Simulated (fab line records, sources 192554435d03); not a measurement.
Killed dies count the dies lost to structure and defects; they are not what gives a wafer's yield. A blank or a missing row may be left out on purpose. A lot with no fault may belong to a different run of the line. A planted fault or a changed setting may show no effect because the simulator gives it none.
Split-lot study | flow n5Finfet | on a route of 1938 steps: 7 lots, 39 wafers read

## ON THE SPLIT
At N5_WELL_APT_EPI_41 (deposits Si from SiH4/H2, target thk 50 nm, time 297.7 s), the setting timeS was moved away from the recipe's 297.7 s on 9 of the 39 wafers read, by +7.1% to +7.6%. This setting was run at the recipe's value on the other wafers.

Reading taken at the split's own step.

## THE READING
Si_of_WELL_APT_EPI_41.thkNm (the simulator's own value, which no gauge read), in nm, at N5_WELL_APT_EPI_41 (deposits Si from SiH4/H2, target thk 50 nm, time 297.7 s). The file does not state a usual value for it. Across the 30 wafers here that went through the recipe, the average is 50.33 nm and the standard deviation 0.56 nm.

wafer  | tool, chamber at the split | timeS as run, s | against the recipe | Si_of_WELL_APT_EPI_41.thkNm, nm | against lot-mates on the recipe
L078.1 | epiRpcvd-04, 0             | 297.7           | recipe             | 49.39                           | -
L078.2 | epiRpcvd-04, 0             | 320.4           | +7.6%              | 53.12                           | +3.60
L078.3 | epiRpcvd-04, 0             | 320.4           | +7.6%              | 53.19                           | +3.67
L078.4 | epiRpcvd-04, 0             | 297.7           | recipe             | 49.36                           | -
L078.5 | epiRpcvd-04, 0             | 297.7           | recipe             | 49.81                           | -
L078.6 | epiRpcvd-04, 0             | 320.4           | +7.6%              | 53.43                           | +3.91
L079.1 | epiRpcvd-01, 0             | 297.7           | recipe             | 50.13                           | -
L079.2 | epiRpcvd-01, 0             | 297.7           | recipe             | 49.66                           | -
L079.3 | epiRpcvd-01, 0             | 297.7           | recipe             | 50.39                           | -
L079.4 | epiRpcvd-01, 0             | 297.7           | recipe             | 50.12                           | -
L079.5 | epiRpcvd-01, 0             | 297.7           | recipe             | 49.9                            | -
L079.6 | epiRpcvd-01, 0             | 297.7           | recipe             | 49.61                           | -
L081.4 | epiRpcvd-04, 0             | 297.7           | recipe             | 50.33                           | -
L081.5 | epiRpcvd-04, 0             | 297.7           | recipe             | 50.68                           | -
L081.6 | epiRpcvd-04, 0             | 297.7           | recipe             | 50.36                           | -
L083.1 | epiRpcvd-04, 0             | 297.7           | recipe             | 49.39                           | -
L083.2 | epiRpcvd-04, 0             | 319.7           | +7.4%              | 53.83                           | +4.05
L083.3 | epiRpcvd-04, 0             | 297.7           | recipe             | 50.27                           | -
L083.4 | epiRpcvd-04, 0             | 319.7           | +7.4%              | 53.17                           | +3.39
L083.5 | epiRpcvd-04, 0             | 297.7           | recipe             | 49.69                           | -
L083.6 | epiRpcvd-04, 0             | 319.7           | +7.4%              | 53.29                           | +3.51
L084.1 | epiRpcvd-02, 0             | 297.7           | recipe             | 50.55                           | -
L084.2 | epiRpcvd-02, 0             | 318.9           | +7.1%              | 54.32                           | +3.68
L084.3 | epiRpcvd-02, 0             | 318.9           | +7.1%              | 54.13                           | +3.49
L084.4 | epiRpcvd-02, 0             | 297.7           | recipe             | 50.85                           | -
L084.5 | epiRpcvd-02, 0             | 297.7           | recipe             | 50.51                           | -
L084.6 | epiRpcvd-02, 0             | 318.9           | +7.1%              | 54.56                           | +3.92
L088.1 | epiRpcvd-04, 0             | 297.7           | recipe             | 50.19                           | -
L088.2 | epiRpcvd-04, 0             | 297.7           | recipe             | 51.44                           | -
L088.3 | epiRpcvd-04, 0             | 297.7           | recipe             | 50.65                           | -
L088.4 | epiRpcvd-04, 0             | 297.7           | recipe             | 50.66                           | -
L088.5 | epiRpcvd-04, 0             | 297.7           | recipe             | 50.53                           | -
L088.6 | epiRpcvd-04, 0             | 297.7           | recipe             | 50.43                           | -
L094.1 | epiRpcvd-01, 0             | 297.7           | recipe             | 51.43                           | -
L094.2 | epiRpcvd-01, 0             | 297.7           | recipe             | 50.53                           | -
L094.3 | epiRpcvd-01, 0             | 297.7           | recipe             | 50.64                           | -
L094.4 | epiRpcvd-01, 0             | 297.7           | recipe             | 51.18                           | -
L094.5 | epiRpcvd-01, 0             | 297.7           | recipe             | 51.05                           | -
L094.6 | epiRpcvd-01, 0             | 297.7           | recipe             | 50.07                           | -

FIT RESULTS
A straight line over all 39 wafers: Si_of_WELL_APT_EPI_41.thkNm changes by +0.451 nm for each +1% of timeS; r = +0.93; the points scatter about the line by 0.58 nm.
The same after taking each lot's own level away (the mean of its wafers on the recipe; 39 wafers): +0.5 nm for each +1%; r = +0.98; scatter 0.32 nm.
The reading moves by 3.8 nm for the largest change in timeS, on that fit.
Measured against the standard deviation above, the lots' own levels, which go from 49.520 to 50.817 nm, span 2.3 times it.
The two slopes are in agreement: the lot-to-lot level therefore moves the slope only a little.
Check: for one of the wafers moved furthest among these (+7.6%), held out of the fit, the line's prediction against its lot-mates is +3.84 nm. It came out at +3.6 nm against them.

## FILE'S OWN FIT
Si_of_WELL_APT_EPI_41.thkNm changes by +0.5 nm for each +1% of timeS, r = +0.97.
